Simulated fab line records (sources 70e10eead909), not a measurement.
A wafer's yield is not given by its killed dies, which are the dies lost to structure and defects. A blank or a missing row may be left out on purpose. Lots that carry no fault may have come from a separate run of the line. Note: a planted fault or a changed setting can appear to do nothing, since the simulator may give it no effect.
Which tool is to blame? :: flow nand-harc :: 11 lots with 33 wafers sampled at 4 steps, on a route of 1302 steps

## WHAT THE GAUGES SHOWED, per wafer
NHARC_P_CONTACT_CD_MEAS_12: target cd 90 nm. Usual: cd-nm 90.3 nm, standard deviation 0.66.
lot: L184
measured: day 6 04:26
on: cd-sem-01
cd-nm (nm): 89.6 90.1 90.7
flag: 

lot: L185
measured: day 6 17:29
on: cd-sem-01
cd-nm (nm): 90.7 91.2 91.9
flag: 

lot: L186
measured: day 6 22:14
on: cd-sem-01
cd-nm (nm): 91.2 89.7 90.8
flag: 

lot: L188
measured: day 7 20:17
on: cd-sem-03
cd-nm (nm): 90.2 90.1 90.4
flag: 

lot: L191
measured: day 9 03:59
on: cd-sem-03
cd-nm (nm): 90.7 90.8 90.2
flag: 

lot: L194
measured: day 10 12:23
on: cd-sem-01
cd-nm (nm): 90.7 90.0 90.6
flag: 

lot: L196
measured: day 11 04:17
on: cd-sem-01
cd-nm (nm): 89.7 89.7 89.7
flag: 

lot: L198
measured: day 12 06:20
on: cd-sem-03
cd-nm (nm): 89.8 90.1 89.5
flag: 

lot: L199
measured: day 12 15:58
on: cd-sem-02
cd-nm (nm): 94.7 94.9 95.0 94.7 94.7 94.7
flag: OFF

lot: L203
measured: day 14 02:14
on: cd-sem-02
cd-nm (nm): 93.5 93.1 94.2 93.8 93.4 93.8
flag: OFF

lot: L204
measured: day 14 18:52
on: cd-sem-03
cd-nm (nm): 92.8 93.5 93.2 92.9 93.6 93.6
flag: OFF

## WHAT TOOL EACH LOT RAN ON (gives the tool, then ch and the chambers of the sampled wafers, and finally the start)
lot: L184
NHARC_P_GATE_DESCUM_61: rie-diel-13 ch 0,1,3, day 5 22:20
NHARC_P_GATE_STRIP_76: plasma-asher-01 ch 0,1, day 5 22:56
NHARC_P_CONTACT_EXPOSE_09: arfi-scanner-02 ch 0, day 6 04:17

lot: L185
NHARC_P_GATE_DESCUM_61: rie-diel-13 ch 0,2,3, day 6 11:09
NHARC_P_GATE_STRIP_76: plasma-asher-02 ch 0,1, day 6 11:46
NHARC_P_CONTACT_EXPOSE_09: arfi-scanner-02 ch 0, day 6 17:20

lot: L186
NHARC_P_GATE_DESCUM_61: rie-diel-02 ch 0,3, day 6 15:56
NHARC_P_GATE_STRIP_76: plasma-asher-01 ch 0,1, day 6 16:34
NHARC_P_CONTACT_EXPOSE_09: arfi-scanner-03 ch 0, day 6 22:06

lot: L188
NHARC_P_GATE_DESCUM_61: rie-diel-13 ch 0,1,2, day 7 14:05
NHARC_P_GATE_STRIP_76: plasma-asher-01 ch 0,1, day 7 14:41
NHARC_P_CONTACT_EXPOSE_09: arfi-scanner-02 ch 0, day 7 20:08

lot: L191
NHARC_P_GATE_DESCUM_61: rie-diel-13 ch 0,1,3, day 8 21:48
NHARC_P_GATE_STRIP_76: plasma-asher-02 ch 0,1, day 8 22:27
NHARC_P_CONTACT_EXPOSE_09: arfi-scanner-02 ch 0, day 9 03:51

lot: L194
NHARC_P_GATE_DESCUM_61: rie-diel-13 ch 0,1,2, day 10 06:05
NHARC_P_GATE_STRIP_76: plasma-asher-01 ch 0,1, day 10 06:43
NHARC_P_CONTACT_EXPOSE_09: arfi-scanner-01 ch 0, day 10 12:16

lot: L196
NHARC_P_GATE_DESCUM_61: rie-diel-09 ch 0,3, day 10 22:08
NHARC_P_GATE_STRIP_76: plasma-asher-02 ch 0,1, day 10 22:47
NHARC_P_CONTACT_EXPOSE_09: arfi-scanner-02 ch 0, day 11 04:08

lot: L198
NHARC_P_GATE_DESCUM_61: rie-diel-13 ch 2,3, day 11 23:55
NHARC_P_GATE_STRIP_76: plasma-asher-02 ch 0,1, day 12 00:34
NHARC_P_CONTACT_EXPOSE_09: arfi-scanner-01 ch 0, day 12 06:12

lot: L199
NHARC_P_GATE_DESCUM_61: rie-diel-02 ch 1,3, day 12 09:41
NHARC_P_GATE_STRIP_76: plasma-asher-02 ch 0,1, day 12 10:20
NHARC_P_CONTACT_EXPOSE_09: arfi-scanner-01 ch 0, day 12 15:50

lot: L203
NHARC_P_GATE_DESCUM_61: rie-diel-09 ch 0,2,3, day 13 20:00
NHARC_P_GATE_STRIP_76: plasma-asher-01 ch 0,1, day 13 20:37
NHARC_P_CONTACT_EXPOSE_09: arfi-scanner-01 ch 0, day 14 02:05

lot: L204
NHARC_P_GATE_DESCUM_61: rie-diel-02 ch 1,2, day 14 12:37
NHARC_P_GATE_STRIP_76: plasma-asher-01 ch 0,1, day 14 13:15
NHARC_P_CONTACT_EXPOSE_09: arfi-scanner-01 ch 0, day 14 18:44
- NHARC_P_GATE_DESCUM_61: chemistry O2, time 3 s.
- NHARC_P_GATE_STRIP_76: strips in O2.
- NHARC_P_CONTACT_EXPOSE_09: exposes mask P CA, target cd 90 nm.

## AS READ BY THE TOOLS THEMSELVES (means over the sampled wafers that have a number; for cases with no such wafer, the mark the record gives instead)
NHARC_P_GATE_DESCUM_61. Usual: drypump-motor-current-A 5.8 A, standard deviation 0.52; oes-product-au 0.997 a.u., standard deviation 0.011; rf-vpp-V 57.8 V, standard deviation 0.85; showerhead-plenum-p-Torr 1.92 Torr, standard deviation 0.079; throttle-valve-pct 11.312 %, standard deviation 0.0093.
lot: L184
tool: rie-diel-13
drypump-motor-current-A (A): 5.5
oes-product-au (a.u.): 1.013
rf-vpp-V (V): 58.0
showerhead-plenum-p-Torr (Torr): 1.94
throttle-valve-pct (%): 11.308
flag: 

lot: L185
tool: rie-diel-13
drypump-motor-current-A (A): 5.6
oes-product-au (a.u.): 0.997
rf-vpp-V (V): 57.9
showerhead-plenum-p-Torr (Torr): 1.95
throttle-valve-pct (%): 11.310
flag: 

lot: L186
tool: rie-diel-02
drypump-motor-current-A (A): 6.2
oes-product-au (a.u.): 0.988
rf-vpp-V (V): 58.1
showerhead-plenum-p-Torr (Torr): 1.83
throttle-valve-pct (%): 11.308
flag: 

lot: L188
tool: rie-diel-13
drypump-motor-current-A (A): 5.7
oes-product-au (a.u.): 1.005
rf-vpp-V (V): 58.1
showerhead-plenum-p-Torr (Torr): 1.95
throttle-valve-pct (%): 11.310
flag: 

lot: L191
tool: rie-diel-13
drypump-motor-current-A (A): 5.6
oes-product-au (a.u.): 1.012
rf-vpp-V (V): 57.6
showerhead-plenum-p-Torr (Torr): 1.94
throttle-valve-pct (%): 11.308
flag: 

lot: L194
tool: rie-diel-13
drypump-motor-current-A (A): 5.7
oes-product-au (a.u.): 1.010
rf-vpp-V (V): 57.6
showerhead-plenum-p-Torr (Torr): 1.95
throttle-valve-pct (%): 11.313
flag: 

lot: L196
tool: rie-diel-09
drypump-motor-current-A (A): 6.3
oes-product-au (a.u.): 0.992
rf-vpp-V (V): 57.3
showerhead-plenum-p-Torr (Torr): 1.84
throttle-valve-pct (%): 11.304
flag: 

lot: L198
tool: rie-diel-13
drypump-motor-current-A (A): 5.2
oes-product-au (a.u.): 0.993
rf-vpp-V (V): 58.7
showerhead-plenum-p-Torr (Torr): 1.98
throttle-valve-pct (%): 11.305
flag: 

lot: L199
tool: rie-diel-02
drypump-motor-current-A (A): 5.3
oes-product-au (a.u.): 0.986
rf-vpp-V (V): 57.1
showerhead-plenum-p-Torr (Torr): 1.83
throttle-valve-pct (%): 11.314
flag: 

lot: L203
tool: rie-diel-09
drypump-motor-current-A (A): 6.3
oes-product-au (a.u.): 0.993
rf-vpp-V (V): 58.2
showerhead-plenum-p-Torr (Torr): 1.87
throttle-valve-pct (%): 11.317
flag: 

lot: L204
tool: rie-diel-02
drypump-motor-current-A (A): 5.3
oes-product-au (a.u.): 0.997
rf-vpp-V (V): 57.4
showerhead-plenum-p-Torr (Torr): 1.92
throttle-valve-pct (%): 11.315
flag: 

NHARC_P_GATE_STRIP_76. Usual: drypump-motor-current-A 6.21 A, standard deviation 0.21; heater-power-w 341 W, standard deviation 34.
lot: L184
tool: plasma-asher-01
drypump-motor-current-A (A): 6.08
heater-power-w (W): 310
flag: 

lot: L185
tool: plasma-asher-02
drypump-motor-current-A (A): 6.42
heater-power-w (W): 376
flag: 

lot: L186
tool: plasma-asher-01
drypump-motor-current-A (A): 5.97
heater-power-w (W): 309
flag: 

lot: L188
tool: plasma-asher-01
drypump-motor-current-A (A): 5.97
heater-power-w (W): 315
flag: 

lot: L191
tool: plasma-asher-02
drypump-motor-current-A (A): 6.37
heater-power-w (W): 368
flag: 

lot: L194
tool: plasma-asher-01
drypump-motor-current-A (A): 6.07
heater-power-w (W): 300
flag: 

lot: L196
tool: plasma-asher-02
drypump-motor-current-A (A): 6.42
heater-power-w (W): 377
flag: 

lot: L198
tool: plasma-asher-02
drypump-motor-current-A (A): 6.41
heater-power-w (W): 363
flag: 

lot: L199
tool: plasma-asher-02
drypump-motor-current-A (A): 6.38
heater-power-w (W): 363
flag: 

lot: L203
tool: plasma-asher-01
drypump-motor-current-A (A): 6.06
heater-power-w (W): 303
flag: 

lot: L204
tool: plasma-asher-01
drypump-motor-current-A (A): 5.97
heater-power-w (W): 304
flag: 

NHARC_P_CONTACT_EXPOSE_09. Usual: exposure-dose-mJ-cm2 81.25, standard deviation 0.075.
lot: L184
tool: arfi-scanner-02
exposure-dose-mJ-cm2: 81.28
flag: 

lot: L185
tool: arfi-scanner-02
exposure-dose-mJ-cm2: 81.28
flag: 

lot: L186
tool: arfi-scanner-03
exposure-dose-mJ-cm2: 81.26
flag: 

lot: L188
tool: arfi-scanner-02
exposure-dose-mJ-cm2: 81.34
flag: 

lot: L191
tool: arfi-scanner-02
exposure-dose-mJ-cm2: 81.26
flag: 

lot: L194
tool: arfi-scanner-01
exposure-dose-mJ-cm2: 81.25
flag: 

lot: L196
tool: arfi-scanner-02
exposure-dose-mJ-cm2: 81.30
flag: 

lot: L198
tool: arfi-scanner-01
exposure-dose-mJ-cm2: 81.18
flag: 

lot: L199
tool: arfi-scanner-01
exposure-dose-mJ-cm2: 87.91
flag: OFF

lot: L203
tool: arfi-scanner-01
exposure-dose-mJ-cm2: 86.53
flag: OFF

lot: L204
tool: arfi-scanner-01
exposure-dose-mJ-cm2: 85.58
flag: OFF

## THE ANSWER, worked out from the rows above alone
Rule: a lot is off if the mean of its wafers that have a number lies more than 3 standard deviations from the usual mean. Also off: a lot with no number at a reading for which 4 or more lots have one. All remaining lots with rows at the step are treated as sound. Order of review: gauges by route order, followed by the tools' own readings, for which a lot's mean as printed above is used. The first step at which some lot is off is used, and at that step the reading that is off furthest; a lot without a number counts as furthest.
Off: L199, L203, L204 (NHARC_P_CONTACT_CD_MEAS_12, cd-nm).
If a tool, at a process step before that reading, ran all the lots that are off and no sound lot after the first of them, it fits. The gauges at NHARC_P_CONTACT_CD_MEAS_12 aren't tried: what is off there is off at NHARC_P_CONTACT_EXPOSE_09 too, on other tools, and a gauge's error can't cause that. One fits: arfi-scanner-01 at NHARC_P_CONTACT_EXPOSE_09. Its last sound lot is L198 (day 12 06:12), its first lot that is off L199 (day 12 15:50): a fault that began between those two fits.
The tool's own readings at NHARC_P_CONTACT_EXPOSE_09 bear it out: on the lots that are off they differ by more than 5 times the standard deviation of the sound lots' means. exposure-dose-mJ-cm2 reads 86.67 there against 81.27 on the sound lots.

## WHAT THE SIMULATOR HAD INSERTED
Drift in process parameters on arfi-scanner-01 at NHARC_P_CONTACT_EXPOSE_09, starting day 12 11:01. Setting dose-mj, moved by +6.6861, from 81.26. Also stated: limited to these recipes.
Shown lots that were struck: L199, L203, L204. The rule given above showed the same thing.
